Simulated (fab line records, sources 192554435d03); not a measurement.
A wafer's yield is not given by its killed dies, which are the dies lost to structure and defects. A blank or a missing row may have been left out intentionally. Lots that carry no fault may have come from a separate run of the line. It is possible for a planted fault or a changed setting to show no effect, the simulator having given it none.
fab line records ; flow n5_finfet
record lots=9; wafers=26; last_day=20
route steps=1938 shown BEOL_M4@1111 BEOL_M5@1173 PASSIVATION@1936
lots with no fault: from the same line, run without faults
start_h: hours from the record's first day to the start of the lot's first wafer shown ; wait_h: hours since the lot's step before ; " the same as in the row above ; L1.1+2: a single row standing in for several wafers ; - value missing, or start not given ; * or withheld: withheld ; < > ~ a bound
route shown NAME@n: names a module that has steps shown in the file, with the first one's number in the route ; usual: mean/standard deviation of fault-free wafers ; same: alike in all rows ; chamber/n: place in a boat ; sites: each site's reading ; _std_site: the standard deviation of these ; _edge_site: the outer-site mean with the inner-site mean subtracted ; radius_mm: for every site, how far away it sits from the centre of the wafer ; mask NAME#n: copy n ; behind: the tool/chamber that last shaped the wafer ; hold: why the lot went on hold/how many hours it stayed there/how the hold came to an end ; device: the transistor (n, p or np) that didn't switch ; end of line: the route-end tests of the same wafers ; step lacking rows: just its recipe ; killed: at the first sort, the dies lost to defects and structure; wafer yield is something else ; map: shows each die of a wafer: x if killed, . if not, _ if none is there
set.NAME: the run value of the setting; set.NAME@STEP: its run value at that earlier step ; model.NAME: the simulator's own value behind a step, which no gauge read
route steps across a sampled set of lots; one table per step, one row per wafer
services: a tool's chamber out of use, with start hour (start_h, from the record's first day; less than 0 if before it), hours out, and reason
## steps
# step N5_BEOL_M4_RC_MEAS_101
# usual DIBL_N=36.5/1.2; DIBL_P=36.5/1.6; IOFF_N=0.162/0.023; IOFF_P=0.221/0.03; ION_N=678/8; ION_P=466/6.3; SS_N=71.6/0.46; SS_P=73.3/0.57; VT_N=249.2/2.6; VT_P=-249/3.3
lot.wafer;tool;chamber;start_h;wait_h;DIBL_N[mV/V];DIBL_P[mV/V];IOFF_N[nA/um];IOFF_P[nA/um];ION_N[uA/um];ION_P[uA/um];SS_N[mV/dec];SS_P[mV/dec];VT_N[mV];VT_P[mV]
L339.1;prober-02;0;241.66;0.0;36.6;38.9;0.186;0.239;683;467;71.1;74.4;248.0;-248
L339.3;prober-02;0;241.66;0.0;37.0;39.9;0.209;0.253;693;470;71.8;73.7;244.0;-245
L339.5;prober-02;0;241.66;0.0;36.9;39.0;0.191;0.232;682;470;71.4;73.8;246.5;-248
L341.3;prober-01;0;257.31;0.3;35.5;36.4;0.156;0.206;684;467;71.7;72.9;251.6;-251
L341.5;prober-01;0;257.31;0.3;35.6;35.9;0.150;0.193;678;459;71.8;73.1;252.3;-254
L341.6;prober-01;0;257.31;0.3;34.5;34.3;0.128;0.184;677;465;71.5;73.3;252.6;-252
L343.1;prober-02;0;257.33;0.0;35.8;36.0;0.152;0.205;680;465;71.8;73.0;252.3;-252
L343.3;prober-02;0;257.33;0.0;35.8;36.5;0.151;0.210;669;458;71.4;73.1;249.7;-250
L343.4;prober-02;0;257.33;0.0;35.5;35.2;0.148;0.194;682;464;71.0;73.2;250.3;-252
L345.1;prober-01;0;266.00;0.0;34.8;35.7;0.142;0.203;668;463;71.2;72.7;250.4;-250
L345.2;prober-01;0;266.00;0.0;38.3;39.0;0.199;0.261;684;465;72.4;74.4;245.0;-247
L345.4;prober-01;0;266.00;0.0;37.4;37.6;0.173;0.230;665;458;72.0;73.6;249.0;-251
L350.2;prober-02;0;312.46;0.2;36.4;36.0;0.158;0.192;674;459;72.3;73.2;247.5;-252
L350.4;prober-02;0;312.46;0.2;35.2;34.9;0.139;0.184;671;460;71.1;73.0;249.5;-252
L350.5;prober-02;0;312.46;0.2;35.3;34.5;0.131;0.173;667;463;71.5;72.2;254.4;-253
L353.1;prober-01;0;323.73;0.0;36.2;38.9;0.194;0.254;695;471;72.0;73.8;247.0;-246
L353.2;prober-01;0;323.73;0.0;35.3;38.1;0.165;0.232;677;464;72.7;72.7;248.3;-248
L354.1;prober-02;0;324.15;0.0;38.8;39.4;0.225;0.302;700;475;72.1;74.0;243.9;-244
L354.3;prober-02;0;324.15;0.0;36.4;36.0;0.173;0.244;682;471;71.6;72.6;246.0;-245
L354.5;prober-02;0;324.15;0.0;38.4;38.4;0.204;0.288;687;479;71.8;74.0;246.0;-244
L356.1;prober-02;0;361.53;0.0;37.5;37.2;0.169;0.210;675;462;72.1;73.1;250.7;-251
L356.2;prober-02;0;361.53;0.0;37.1;36.5;0.147;0.203;669;462;72.0;72.9;251.4;-249
L356.4;prober-02;0;361.53;0.0;35.6;34.3;0.125;0.176;668;459;70.9;73.2;253.9;-252
L358.4;prober-02;0;367.87;0.5;38.1;38.1;0.181;0.251;678;468;72.3;74.5;248.3;-249
L358.5;prober-02;0;367.87;0.5;37.7;36.9;0.170;0.233;691;469;72.2;74.4;249.1;-247
L358.6;prober-02;0;367.87;0.5;39.2;38.9;0.206;0.258;690;463;72.1;73.9;245.9;-249
# step N5_BEOL_M5_SURFACE_TREAT_87
# recipe gas=Ar; time_s=*; ion_energy_ev=*; ion_current_ma_cm2=0.5; pressure_mtorr=*; ar_flow_sccm=30
# usual throttle_valve_pct=*
lot.wafer;tool;chamber;start_h;wait_h;throttle_valve_pct
L339.1;pvd_sputter-02;-;247.85;0.1;*
L339.3;pvd_sputter-02;-;247.85;0.1;*
L339.5;pvd_sputter-02;-;247.85;0.1;*
L343.1;pvd_sputter-01;-;265.61;0.1;*
L343.3;pvd_sputter-01;-;265.61;0.1;*
L343.4;pvd_sputter-01;-;265.61;0.1;*
L341.3;pvd_sputter-01;-;266.35;0.4;*
L341.5;pvd_sputter-01;-;266.35;0.4;*
L341.6;pvd_sputter-01;-;266.35;0.4;*
L345.1;pvd_sputter-03;-;271.59;0.1;*
L345.2;pvd_sputter-03;-;271.59;0.1;*
L345.4;pvd_sputter-03;-;271.59;0.1;*
L350.2;pvd_sputter-02;-;318.03;0.2;*
L350.4;pvd_sputter-02;-;318.03;0.2;*
L350.5;pvd_sputter-02;-;318.03;0.2;*
L354.1;pvd_sputter-01;-;331.98;0.2;*
L354.3;pvd_sputter-01;-;331.98;0.2;*
L354.5;pvd_sputter-01;-;331.98;0.2;*
L353.1;pvd_sputter-03;-;332.08;0.1;*
L353.2;pvd_sputter-03;-;332.08;0.1;*
L356.1;pvd_sputter-02;-;369.36;0.1;*
L356.2;pvd_sputter-02;-;369.36;0.1;*
L356.4;pvd_sputter-02;-;369.36;0.1;*
L358.4;pvd_sputter-01;-;374.13;0.2;*
L358.5;pvd_sputter-01;-;374.13;0.2;*
L358.6;pvd_sputter-01;-;374.13;0.2;*
# step N5_BEOL_M5_SPUTTER_48
# recipe material=Cu; target_thk_a=150; temp_c=-20; chamber_pressure_pa=0.07; power_w=withheld; time_s=27.62
# usual susceptor_temp_C=-19.98/0.11; throttle_valve_pct=29.6/1.1
lot.wafer;tool;chamber;start_h;wait_h;susceptor_temp_C;throttle_valve_pct
L339.1;pvd_sputter-03;-;248.07;0.1;-19.92;29.4
L339.3;pvd_sputter-03;-;248.07;0.1;-20.05;27.8
L339.5;pvd_sputter-03;-;248.07;0.1;-19.93;27.9
L343.1;pvd_sputter-03;-;266.22;0.3;-19.72;28.7
L343.3;pvd_sputter-03;-;266.22;0.3;-19.92;29.2
L343.4;pvd_sputter-03;-;266.22;0.3;-19.96;28.1
L341.3;pvd_sputter-02;-;266.67;0.2;-19.97;28.6
L341.5;pvd_sputter-02;-;266.67;0.2;-20.00;28.7
L341.6;pvd_sputter-02;-;266.67;0.2;-20.09;31.3
L345.1;pvd_sputter-02;-;271.82;0.1;-19.90;28.5
L345.2;pvd_sputter-02;-;271.82;0.1;-19.96;30.2
L345.4;pvd_sputter-02;-;271.82;0.1;-20.02;29.7
L350.2;pvd_sputter-03;-;318.29;0.1;-20.09;29.2
L350.4;pvd_sputter-03;-;318.29;0.1;-20.14;29.3
L350.5;pvd_sputter-03;-;318.29;0.1;-19.94;28.2
L354.1;pvd_sputter-01;-;332.42;0.3;-20.16;31.0
L354.3;pvd_sputter-01;-;332.42;0.3;-20.08;29.0
L354.5;pvd_sputter-01;-;332.42;0.3;-20.11;29.8
L353.1;pvd_sputter-03;-;332.44;0.2;-20.05;27.6
L353.2;pvd_sputter-03;-;332.44;0.2;-20.16;29.1
L356.1;pvd_sputter-03;-;369.83;0.2;-19.88;29.4
L356.2;pvd_sputter-03;-;369.83;0.2;-19.97;30.6
L356.4;pvd_sputter-03;-;369.83;0.2;-19.89;28.9
L358.4;pvd_sputter-03;-;374.58;0.2;-20.06;29.2
L358.5;pvd_sputter-03;-;374.58;0.2;-19.87;30.7
L358.6;pvd_sputter-03;-;374.58;0.2;-19.81;28.0
# step N5_BEOL_M5_SPUTTER_88
# recipe material=Cu; target_thk_a=150; temp_c=-20; chamber_pressure_pa=0.07; power_w=withheld; time_s=27.62
# usual susceptor_temp_C=-20.00/0.11; throttle_valve_pct=29.6/1.1
lot.wafer;tool;chamber;start_h;wait_h;susceptor_temp_C;throttle_valve_pct
L339.1;pvd_sputter-03;-;251.33;0.5;-20.13;29.2
L339.3;pvd_sputter-03;-;251.33;0.5;-19.96;27.8
L339.5;pvd_sputter-03;-;251.33;0.5;-20.07;28.1
L343.1;pvd_sputter-03;-;269.48;0.5;-20.12;28.9
L343.3;pvd_sputter-03;-;269.48;0.5;-20.07;29.1
L343.4;pvd_sputter-03;-;269.48;0.5;-20.02;27.9
L341.3;pvd_sputter-02;-;269.93;0.5;-20.15;28.8
L341.5;pvd_sputter-02;-;269.93;0.5;-19.85;28.7
L341.6;pvd_sputter-02;-;269.93;0.5;-20.16;31.1
L345.1;pvd_sputter-02;-;275.08;0.5;-19.83;28.7
L345.2;pvd_sputter-02;-;275.08;0.5;-19.85;30.3
L345.4;pvd_sputter-02;-;275.08;0.5;-19.98;29.9
L350.2;pvd_sputter-03;-;321.55;0.5;-20.01;28.9
L350.4;pvd_sputter-03;-;321.55;0.5;-19.82;29.8
L350.5;pvd_sputter-03;-;321.55;0.5;-20.12;27.7
L354.1;pvd_sputter-01;-;335.68;0.5;-20.01;31.3
L354.3;pvd_sputter-01;-;335.68;0.5;-19.85;28.7
L354.5;pvd_sputter-01;-;335.68;0.5;-19.95;30.2
L353.1;pvd_sputter-03;-;335.70;0.5;-20.03;28.1
L353.2;pvd_sputter-03;-;335.70;0.5;-20.09;29.1
L356.1;pvd_sputter-03;-;373.09;0.5;-19.90;29.3
L356.2;pvd_sputter-03;-;373.09;0.5;-19.84;30.6
L356.4;pvd_sputter-03;-;373.09;0.5;-19.68;29.0
L358.4;pvd_sputter-03;-;377.84;0.5;-19.96;29.0
L358.5;pvd_sputter-03;-;377.84;0.5;-19.98;30.5
L358.6;pvd_sputter-03;-;377.84;0.5;-19.93;28.2
# step N5_BEOL_M5_CMP_52
# recipe stop_on=SiCOH_lowk; t_overpolish_s=6.9; down_force_psi=1; platen_rpm=50; clearing_platen_down_force_psi=1.5; clearing_platen_rpm=50; post_cmp_clean=cu_alkaline; target_thk_nm=62; clearing_platen_pad_velocity_m_s=0.99484; pad_velocity_m_s=0.99484
# usual barrier_field_endpoint_s=24.7/0.62; motor_current_A=6.2/0.68; overpolish_run_s=6.900/0.0087; time_to_endpoint_s=62/3.2
lot.wafer;tool;chamber;start_h;wait_h;barrier_field_endpoint_s;motor_current_A;overpolish_run_s;time_to_endpoint_s
L339.1;cmp-02;3;252.91;0.3;24.1;5.6;6.907;66
L339.3;cmp-02;1;252.91;0.3;24.6;6.1;6.893;64
L339.5;cmp-02;3;252.91;0.3;24.4;5.5;6.892;63
L343.1;cmp-02;0;271.20;0.3;25.4;5.7;6.899;65
L343.4;cmp-02;1;271.20;0.3;25.2;5.9;6.914;63
L343.3;cmp-02;2;271.20;0.3;24.3;5.9;6.911;65
L341.3;cmp-02;1;271.54;0.2;23.8;5.8;6.893;61
L341.6;cmp-02;1;271.54;0.2;24.9;5.9;6.908;62
L341.5;cmp-02;2;271.54;0.2;24.6;5.8;6.901;61
L345.2;cmp-04;3;276.71;0.2;24.5;6.3;6.890;62
L345.4;cmp-04;0;276.71;0.2;24.5;6.0;6.910;61
L345.1;cmp-04;2;276.71;0.2;24.7;5.5;6.909;66
L350.2;cmp-03;1;323.14;0.2;24.4;9.0;6.891;61
L350.4;cmp-03;3;323.14;0.2;25.2;6.8;6.908;58
L350.5;cmp-03;2;323.14;0.2;24.9;6.1;6.916;59
L354.3;cmp-03;3;337.37;0.2;24.6;7.1;6.898;64
L354.1;cmp-03;1;337.37;0.2;24.6;9.3;6.892;65
L354.5;cmp-03;3;337.37;0.2;24.3;7.2;6.902;62
L353.2;cmp-02;1;337.49;0.2;41.4;5.8;0.041;81
L353.1;cmp-02;0;337.49;0.2;24.3;6.1;6.896;61
L356.2;cmp-04;0;375.05;0.2;24.4;6.1;6.901;60
L356.4;cmp-04;2;375.05;0.2;24.1;6.2;6.913;61
L356.1;cmp-04;3;375.05;0.2;23.6;6.7;6.895;61
L358.4;cmp-04;1;379.74;0.2;24.0;6.3;6.894;56
L358.5;cmp-04;2;379.74;0.2;24.2;5.7;6.895;59
L358.6;cmp-04;3;379.74;0.2;24.3;6.2;6.896;59
# step N5_BEOL_M5_THK_MEAS_53
# recipe thk_meas_gauge=xrf; reads=Cu_of_BEOL_M5_ECD_50
# usual M5_THK=62.3/1.6
lot.wafer;tool;chamber;start_h;wait_h;M5_THK[nm]
L339.1;film_metro-01;-;253.21;-;63.7
L339.3;film_metro-01;-;253.21;-;62.2
L339.5;film_metro-01;-;253.21;-;65.2
L343.1;film_metro-02;-;271.45;-;63.0
L343.3;film_metro-02;-;271.45;-;64.2
L343.4;film_metro-02;-;271.45;-;65.0
L341.3;film_metro-01;-;271.84;-;59.3
L341.5;film_metro-01;-;271.84;-;58.4
L341.6;film_metro-01;-;271.84;-;62.6
L345.1;film_metro-02;-;277.00;-;61.9
L345.2;film_metro-02;-;277.00;-;61.4
L345.4;film_metro-02;-;277.00;-;62.1
L350.2;film_metro-01;-;323.44;-;60.0
L350.4;film_metro-01;-;323.44;-;61.3
L350.5;film_metro-01;-;323.44;-;60.6
L354.1;film_metro-02;-;337.67;-;65.2
L354.3;film_metro-02;-;337.67;-;62.1
L354.5;film_metro-02;-;337.67;-;64.4
L353.1;film_metro-02;-;337.79;-;61.3
L353.2;film_metro-02;-;337.79;-;197.2
L356.1;film_metro-01;-;375.35;-;61.5
L356.2;film_metro-01;-;375.35;-;62.0
L356.4;film_metro-01;-;375.35;-;64.1
L358.4;film_metro-01;-;379.92;-;61.0
L358.5;film_metro-01;-;379.92;-;61.6
L358.6;film_metro-01;-;379.92;-;59.3
# step N5_BEOL_M5_INSPECT_58
# recipe inspect_instrument=darkfield; mode=post_dep
# usual raw_defect_count=69/25
lot.wafer;tool;chamber;start_h;wait_h;raw_defect_count
L339.1;defect_inspect-01;-;253.50;0.0;46
L339.3;defect_inspect-01;-;253.50;0.0;33
L339.5;defect_inspect-01;-;253.50;0.0;47
L343.1;defect_inspect-02;-;271.74;0.0;99
L343.3;defect_inspect-02;-;271.74;0.0;108
L343.4;defect_inspect-02;-;271.74;0.0;65
L341.3;defect_inspect-01;-;272.32;0.0;69
L341.5;defect_inspect-01;-;272.32;0.0;47
L341.6;defect_inspect-01;-;272.32;0.0;76
L345.1;defect_inspect-02;-;277.30;0.0;70
L345.2;defect_inspect-02;-;277.30;0.0;79
L345.4;defect_inspect-02;-;277.30;0.0;62
L350.2;defect_inspect-02;-;323.72;0.0;67
L350.4;defect_inspect-02;-;323.72;0.0;59
L350.5;defect_inspect-02;-;323.72;0.0;49
L354.1;defect_inspect-01;-;337.95;0.0;67
L354.3;defect_inspect-01;-;337.95;0.0;50
L354.5;defect_inspect-01;-;337.95;0.0;67
L353.1;defect_inspect-01;-;338.07;0.0;83
L353.2;defect_inspect-01;-;338.07;0.0;1874
L356.1;defect_inspect-02;-;375.63;0.0;86
L356.2;defect_inspect-02;-;375.63;0.0;59
L356.4;defect_inspect-02;-;375.63;0.0;50
L358.4;defect_inspect-01;-;380.21;0.0;41
L358.5;defect_inspect-01;-;380.21;0.0;54
L358.6;defect_inspect-01;-;380.21;0.0;46
# step N5_PASSIVATION_PROBE_49
# usual defect_limited_yield=91.2/1.3; killed_at_M0_to_M3=34/9.2; killed_at_M4_up=14/5; killed_at_contacts=13/6.7; killed_at_front_end=39/12; killed_at_other=4/3.3; killed_dies=104/15; killed_on_rim=14/3.7; killed_open=68/12; killed_short=34/7.5; sort_bin_5_function=5.2/0.87; sort_bin_6_memory=3.3/0.63; sort_n_pass=1076/15; sort_yield_pct=91.2/1.3
# same gross_dies=1180; killed_at_back_side=0; sort_bin_4_leakage[%]=0; sort_bin_8_speed[%]=0
lot.wafer;tool;chamber;start_h;wait_h;defect_limited_yield[%];killed_at_M0_to_M3;killed_at_M4_up;killed_at_contacts;killed_at_front_end;killed_at_other;killed_dies;killed_on_rim;killed_open;killed_short;sort_bin_5_function[%];sort_bin_6_memory[%];sort_n_pass;sort_yield_pct[%]
L343.1;prober-01;-;360.90;0.0;90.6;30;22;8;32;19;111;19;84;26;5.5;3.7;1069;90.6
L343.3;prober-01;-;361.00;0.1;91.3;39;23;7;25;9;103;18;63;37;5.0;3.4;1077;91.3
L343.4;prober-01;-;361.05;0.2;90.3;49;30;6;23;7;115;9;81;34;5.6;3.9;1065;90.3
L345.1;prober-01;-;369.48;0.0;91.1;36;16;7;44;2;105;12;72;31;5.3;3.4;1075;91.1
L345.2;prober-01;-;369.53;0.1;92.4;23;16;9;36;6;90;13;65;23;5.3;2.4;1090;92.4
L345.4;prober-01;-;369.63;0.2;91.8;26;15;12;44;0;97;11;68;27;4.5;3.5;1083;91.8
L353.1;prober-02;-;438.03;0.5;91.8;27;10;7;50;3;97;18;52;40;4.6;3.0;1083;91.8
L353.2;prober-02;-;438.08;0.5;0;34;1085;8;46;7;1180;152;74;31;5.5;3.5;0;0
L356.1;prober-01;-;461.53;0.0;91.4;36;18;8;39;1;102;14;58;41;4.7;3.5;1078;91.4
L356.2;prober-01;-;461.58;0.1;91.0;46;16;10;27;7;106;16;66;40;5.4;2.9;1074;91.0
L356.4;prober-01;-;461.68;0.2;92.3;30;16;15;28;2;91;9;66;25;4.6;3.1;1089;92.3
# killed by level:class
L343.1 BEOL_M2:geometric_particle:open=11 BEOL_M4:geometric_particle:open=11 STI_FIN_REVEAL:geometric_particle:open=8 MIM_TOP_ETCH:geometric_particle:open=8 MOL_CONTACT_COAG:geometric_particle:open=7 BEOL_M1:geometric_particle:open=7 MIM_TOP_ETCH:geometric_particle:short=6 FIN_SAQP:geometric_particle:open=4
L343.3 BEOL_M3:geometric_particle:open=11 BEOL_M2:geometric_particle:open=9 FIN_SAQP:geometric_particle:short=5 BEOL_M5:geometric_particle:open=5 GATE_CUT:geometric_particle:short=5 BEOL_M0_SAQP:geometric_particle:short=5 BEOL_M1:geometric_particle:open=5 MOL_CONTACT_COAG:geometric_particle:short=4
L343.4 BEOL_M2:geometric_particle:open=16 BEOL_M4:geometric_particle:open=12 BEOL_M3:geometric_particle:open=7 MOL_CONTACT_COAG:geometric_particle:open=5 BEOL_M0_SAQP:geometric_particle:open=5 BEOL_M0_SAQP:geometric_particle:short=5 BEOL_M1:geometric_particle:open=5 BEOL_M6:geometric_particle:open=5
L345.1 FIN_SAQP:geometric_particle:open=19 BEOL_M1:geometric_particle:open=17 BEOL_M4:geometric_particle:open=9 BEOL_M0_SAQP:geometric_particle:short=8 STI_FIN_REVEAL:geometric_particle:open=6 FIN_SAQP:geometric_particle:short=5 MOL_CONTACT_COAG:geometric_particle:open=4 GATE_CUT:geometric_particle:short=3
L345.2 FIN_SAQP:geometric_particle:open=13 BEOL_M4:geometric_particle:open=12 MOL_CONTACT_COAG:geometric_particle:open=7 BEOL_M0_SAQP:geometric_particle:short=6 BEOL_M0_SAQP:geometric_particle:open=6 FIN_SAQP:geometric_particle:short=4 STI_FIN_REVEAL:geometric_particle:open=4 GATE_CUT:geometric_particle:open=4
L345.4 FIN_SAQP:geometric_particle:open=18 MOL_CONTACT_COAG:geometric_particle:open=10 FIN_SAQP:geometric_particle:short=8 BEOL_M0_SAQP:geometric_particle:short=8 BEOL_M0_SAQP:geometric_particle:open=7 BEOL_M1:geometric_particle:open=7 BEOL_M4:geometric_particle:open=6 STARTING-WAFER:geometric_particle:open=4
L353.1 FIN_SAQP:geometric_particle:short=17 FIN_SAQP:geometric_particle:open=11 BEOL_M2:geometric_particle:open=10 DUMMY_GATE:geometric_particle:open=7 MOL_CONTACT_COAG:geometric_particle:open=6 BEOL_M3:geometric_particle:open=4 BEOL_M2:geometric_particle:short=3 STARTING-WAFER:geometric_particle:short=3
L353.2 BEOL_M5:area_cmp=1070 FIN_SAQP:geometric_particle:open=12 FIN_SAQP:geometric_particle:short=11 BEOL_M2:geometric_particle:open=9 MOL_CONTACT_COAG:geometric_particle:open=7 BEOL_M0:geometric_particle:open=7 STI_FIN_REVEAL:geometric_particle:open=6 DUMMY_GATE:geometric_particle:open=5
L356.1 BEOL_M4:geometric_particle:open=14 BEOL_M0_SAQP:geometric_particle:short=12 STI_FIN_REVEAL:geometric_particle:open=10 BEOL_M0_SAQP:geometric_particle:open=9 MOL_CONTACT_COAG:geometric_particle:open=6 BEOL_M3:geometric_particle:open=6 STARTING-WAFER:geometric_particle:short=5 FIN_SAQP:geometric_particle:short=3
L356.2 BEOL_M0_SAQP:geometric_particle:short=13 BEOL_M0_SAQP:geometric_particle:open=12 BEOL_M3:geometric_particle:open=10 MOL_CONTACT_COAG:geometric_particle:open=8 FIN_SAQP:geometric_particle:open=5 BEOL_M4:geometric_particle:open=5 STI_FIN_REVEAL:geometric_particle:open=4 BEOL_M2:geometric_particle:open=4
L356.4 MOL_CONTACT_COAG:geometric_particle:open=11 STI_FIN_REVEAL:geometric_particle:open=8 BEOL_M0_SAQP:geometric_particle:short=7 BEOL_M0_SAQP:geometric_particle:open=7 BEOL_M1:geometric_particle:open=7 BEOL_M4:geometric_particle:open=6 MOL_CONTACT_COAG:geometric_particle:short=4 BEOL_M3:geometric_particle:open=4
## services
tool;chamber;start_h;hours;kind
cmp-04;-;262.70;6.1;pm
cmp-03;-;267.28;4.0;pm
cmp-03;-;271.28;-;consumable_replace:conditioner
cmp-03;-;271.28;-;consumable_replace:pad
cmp-03;-;278.94;23.6;repair
cmp-02;-;312.09;4.0;pm
cmp-02;-;316.09;-;consumable_replace:conditioner
cmp-02;-;316.09;-;consumable_replace:pad
cmp-02;-;358.42;7.3;pm
## key
first_sign step=N5_BEOL_M5_CMP_52; reading=overpolish_run_s; direction=down; sigmas=99+; usual=6.900; struck=0.041
effect step=N5_BEOL_M5_CMP_52; reading=barrier_field_endpoint_s; direction=up; sigmas=27; usual=24.7; struck=41.4
effect step=N5_BEOL_M5_THK_MEAS_53; reading=M5_THK; direction=up; sigmas=86; usual=62.3; struck=197.2
effect step=N5_BEOL_M5_INSPECT_58; reading=raw_defect_count; direction=up; sigmas=72; usual=69; struck=1874
effect step=N5_PASSIVATION_PROBE_49; reading=killed_at_M4_up; direction=up; sigmas=99+; usual=14; struck=1085
more_kills_born_at N5_BEOL_M5_CMP_52@cmp-02=1070
met_at N5_BEOL_M5_CMP_52
struck_lots L353
struck_wafers L353.2
later_rows_left_out L353.2
not_acting_at N5_BEOL_M5_SURFACE_TREAT_87,N5_BEOL_M5_SPUTTER_48,N5_BEOL_M5_SPUTTER_88
onset_between 271.54 337.49
fault kind=process_parameter_drift; tool=cmp-02; chamber=-; onset_h=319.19; steps=N5_BEOL_M5_CMP_52; channel=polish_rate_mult; offset=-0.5; shape=step; end_h=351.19; scope=struck_wafers_only
# later_rows_left_out: the simulator's readings of these wafers behind a module that went badly wrong aren't trusted and aren't shown, but for the sort
